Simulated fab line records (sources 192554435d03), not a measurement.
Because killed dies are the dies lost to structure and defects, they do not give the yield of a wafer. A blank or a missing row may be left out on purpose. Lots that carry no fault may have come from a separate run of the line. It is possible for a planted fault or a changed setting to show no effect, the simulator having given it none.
A struck lot beside a sound one | flow n5Finfet | 16 out of 1938 route steps
Sound: the wafers L159.1, L159.2, L159.5. Struck: wafers L167.4, L167.6 (left out: L167.3, a lot-mate that was not struck); the cause follows at the end.
Each step with rows lists, per side, the tool, then ch with its chambers, then its first start. Under that, the readings that differ: sound wafers | struck wafers | difference of the means | sigmas: that difference in standard deviations of wafers without a fault.
alike: readings with means less than 2 such deviations apart, plus words and numbers identical on both sides. not compared: withheld readings, readings lacking a value on some wafer, bounds such as >300 that could conceal the same value, and numbers that have no deviation in the record and whose values overlap.
The two part at a step that has a row with sigmas, a row that says differs or no value, or rows on one side only. Numbers that don't overlap but have no deviation are shown without sigmas and don't part them. A reading missing from all wafers of one side parts the sides only when that side holds two or more wafers.

N5_FIN_SAQP_MANDREL_ETCH_58: etches a-Si in HBr/Cl2, stops on SiNx, target depth 45 nm, bt time 10 s, time 27 s.
  sound on rieSi-03 ch 0,3, day 2 07:10; struck on rieSi-01 ch 1,3, day 4 08:55
  alike: drypumpMotorCurrentA, oesProductAu, throttleValvePct
  not compared: rfHoursCounterH
then, 5 steps without rows for these wafers: N5_FIN_SAQP_RECESS_63 (chemistry HF/NH3, target SiO2, target depth 18 nm, afs cycles 3, sublimation time 60 s); N5_FIN_SAQP_COAT_68 (time 60 s, resist thk 100 nm); N5_FIN_SAQP_ETCH_69 (etches SOC in N2/H2, stops on SiNx, target depth 150 nm); N5_FIN_SAQP_ETCH_67 (etches SiNx in CH3F/O2, target depth 30 nm); N5_FIN_SAQP_STRIP_70 (strips in N2/H2).
N5_FIN_SAQP_RECESS_71: chemistry HF/NH3, target SiO2, target depth 3 nm, afs cycles 1, sublimation time 60 s.
  sound on vaporEtch-01 ch 0,1, day 2 07:52; struck on vaporEtch-02 ch 0,1, day 4 09:39
  alike: drypumpMotorCurrentA
then, 1 step without rows for these wafers: N5_FIN_SAQP_SPACER2_ALD_28 (deposits SiO2, target thk 8.1 nm, pulse time 1 s, purge time 2 s).
N5_FIN_SAQP_SPACER2_ETCHBACK_29: etches SiO2 in CHF3/O2, target depth 12.2 nm, time 6.1 s.
  sound on rieDiel-05 ch 0,2,3, day 2 08:20; struck on rieDiel-02 ch 2,3, day 4 10:12
  alike: O2_flow_sccm, drypumpMotorCurrentA, mfcArSccm, oesProductAu, rfVppV, showerheadPlenumPTorr, throttleValvePct
  not compared: rfHoursCounterH
then, 1 step without rows for these wafers: N5_FIN_SAQP_MANDREL2_REMOVE_60 (chemistry HBr/Cl2/O2, target a-Si, stops on SiNx, bt time 10 s).
N5_FIN_SAQP_CD_MEAS_31 targets a cd of 8 nm.
  sound on cdSem-01 ch 0, day 2 08:32; struck on cdSem-03 ch 0, day 4 10:24
  alike: cdNm
N5_FIN_SAQP_HM_OPEN_33: chemistry CH3F/O2, target SiNx, target depth 49.4 nm, time 70.6 s.
  sound on rieDiel-04 ch 0,3, day 2 08:35; struck on rieDiel-04 ch 2,3, day 4 10:26
  alike: O2_flow_sccm, drypumpMotorCurrentA, etchRfOnTimeS, mfcArSccm, oesProductAu, rfVppV, showerheadPlenumPTorr, throttleValvePct
  not compared: rfHoursCounterH
N5_FIN_SAQP_ETCH_34: etches SiO2 in C4F6/O2, target depth 45 nm, time 15 s.
  sound on rieDiel-04 ch 0,3, day 2 08:39; struck on rieDiel-04 ch 2,3, day 4 10:31
reading             | sound             | struck      | difference | sigmas
etchRfOnTimeS (s)   | 15.13 15.06 15.15 | 11.11 11.31 | -3.90      | -26
oesProductAu (a.u.) | 0.64 0.64 0.63    | 0.98 0.74   | +0.22      | +3
  alike: O2_flow_sccm, drypumpMotorCurrentA, mfcArSccm, rfVppV, showerheadPlenumPTorr, throttleValvePct
  not compared: rfHoursCounterH
N5_FIN_SAQP_STRIP_77: strips in N2/H2, time 90 s.
  sound on rieDiel-04 ch 0,3, day 2 08:40; struck on rieDiel-04 ch 2,3, day 4 10:32
  alike: drypumpMotorCurrentA, oesProductAu, rfVppV, showerheadPlenumPTorr, throttleValvePct
  not compared: rfHoursCounterH
-- the record jumps here: 6 days lie between the struck wafers' starts before and after (it left off in module FIN_SAQP and takes up again in module BEOL_M4, whose first step shown is number 1111 of the route) --
N5_BEOL_M4_RC_MEAS_101:
  sound on prober-02 ch 0, day 9 00:00; struck on prober-01 ch 0, day 10 06:14
  alike: DIBL_N, DIBL_P, IOFF_N, IOFF_P, ION_N, ION_P, SS_N, SS_P, VT_N, VT_P
-- record jumps: 4 days separate the struck wafers' starts on either side; left off in module BEOL_M4, taken up again in module PASSIVATION, whose first shown step is the route's number 1936 --
N5_PASSIVATION_PROBE_49:
  sound on prober-02, day 13 00:16; struck on prober-01, day 14 06:28
reading          | sound | struck | difference | sigmas
killedAtContacts | 5 6 4 | 20 21  | +16        | +2
  alike: defectLimitedYield, killed_at_M0_to_M3, killed_at_M4_up, killedAtFrontEnd, killedAtOther, killedDies, killedOnRim, killedOpen, killedShort, sort_bin_5_function, sort_bin_6_memory, sortNPass, sortYieldPct

## WHERE THEY PART
Earliest at N5_FIN_SAQP_ETCH_34; latest, in this record, at N5_PASSIVATION_PROBE_49.

WHY: the cause the simulator had injected
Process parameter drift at N5_FIN_SAQP_ETCH_34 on rieDiel-04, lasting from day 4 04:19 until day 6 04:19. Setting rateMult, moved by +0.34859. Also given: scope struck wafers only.
